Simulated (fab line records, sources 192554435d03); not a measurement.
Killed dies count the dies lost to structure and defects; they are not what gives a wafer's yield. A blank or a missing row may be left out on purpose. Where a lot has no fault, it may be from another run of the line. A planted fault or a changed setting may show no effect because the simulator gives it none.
Chamber matching -- flow n5-finfet -- N5_BEOL_M0_STRIP_140 on rie-diel-05: 4 sister chambers
The step strips in CF4. 4 wafers are shown with their chamber, then 9 later ones without.

== WAFERS WITH THEIR CHAMBER ==
wafer,chamber,throttle-valve-pct (%)
L081.2,3,13.7
L081.4,2,13.7
L084.5,1,14.1
L084.6,0,13.1

== WAFERS WITH NO CHAMBER GIVEN ==
wafer,throttle-valve-pct (%)
L085.4,13.2
L085.5,13.7
L085.6,13.8
L091.1,14.2
L091.3,13.7
L091.5,14.1
L097.2,13.2
L097.3,13.7
L097.6,13.7

== THE CHAMBER EACH PASSED THROUGH ==
wafer,from the rows above,in truth
L085.4,0,0
L085.5,can't be placed: 2 or 3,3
L085.6,can't be placed: 2 or 3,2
L091.1,1,1
L091.3,can't be placed: 2 or 3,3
L091.5,1,1
L097.2,0,0
L097.3,can't be placed: 2 or 3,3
L097.6,can't be placed: 2 or 3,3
Correct placement for 4 of the 9. Cannot be placed on the basis of these rows: 5; the candidates contain the true chamber in 5. Placed wrongly: 0.
How it was worked out, from the rows above alone: a wafer's distance from a chamber is the root of the sum, over the readings, of the square of ((its reading less the chamber's mean) divided by the reading's scatter). The wafer belongs to the nearest chamber; if the next one is less than 2 further off, it can't be placed. A chamber's mean is the mean of its shown wafers. The scatter: with one shown wafer a chamber, the root of the mean of the squares of how far each hidden wafer lies from its nearest shown one.
